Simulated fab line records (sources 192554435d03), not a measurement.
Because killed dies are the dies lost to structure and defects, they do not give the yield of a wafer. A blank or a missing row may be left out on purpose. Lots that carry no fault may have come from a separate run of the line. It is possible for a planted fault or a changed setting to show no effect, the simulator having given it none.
Matching of chambers -- flow n5-finfet -- 4 sister chambers for N5_BEOL_M10_ETCH_62 on rie-diel-04
The step etches SOC in N2/H2, target depth 110 nm, overetch 22 nm, time 165 s. 4 wafers are shown with their chamber, then 8 later ones without.

== WAFERS WITH THEIR CHAMBER ==
wafer,chamber,showerhead-plenum-p-Torr (Torr)
L080.1,2,2.46
L089.2,3,2.67
L089.3,1,2.48
L092.1,0,2.48

== WAFERS WHOSE CHAMBER IS MISSING ==
wafer,showerhead-plenum-p-Torr (Torr)
L092.4,2.67
L092.6,2.45
L095.1,2.47
L095.3,2.67
L095.4,2.48
L097.1,2.47
L097.4,2.47
L097.5,2.47

== CHAMBER TAKEN BY EACH ==
wafer,from the rows above,in truth
L092.4,3,3
L092.6,2,2
L095.1,can't be placed: 0 or 1 or 2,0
L095.3,3,3
L095.4,can't be placed: 0 or 1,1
L097.1,can't be placed: 0 or 1 or 2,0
L097.4,can't be placed: 0 or 1 or 2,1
L097.5,can't be placed: 0 or 1 or 2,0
Placed correctly: 3 of 8. These rows do not allow placing 5 (true chamber among the candidates in 5). Wrongly placed: 0.
How it was worked out, from the rows above alone: a wafer's distance from a chamber is the root of the sum, over the readings, of the square of ((its reading less the chamber's mean) divided by the reading's scatter). If the next closest chamber is less than 2 further off than the closest, the wafer can't be placed; otherwise it belongs to the closest. For every chamber, the mean is computed from those of its wafers that are shown. The scatter: root of mean squared gap, hidden wafer to nearest shown wafer, with one shown wafer a chamber.
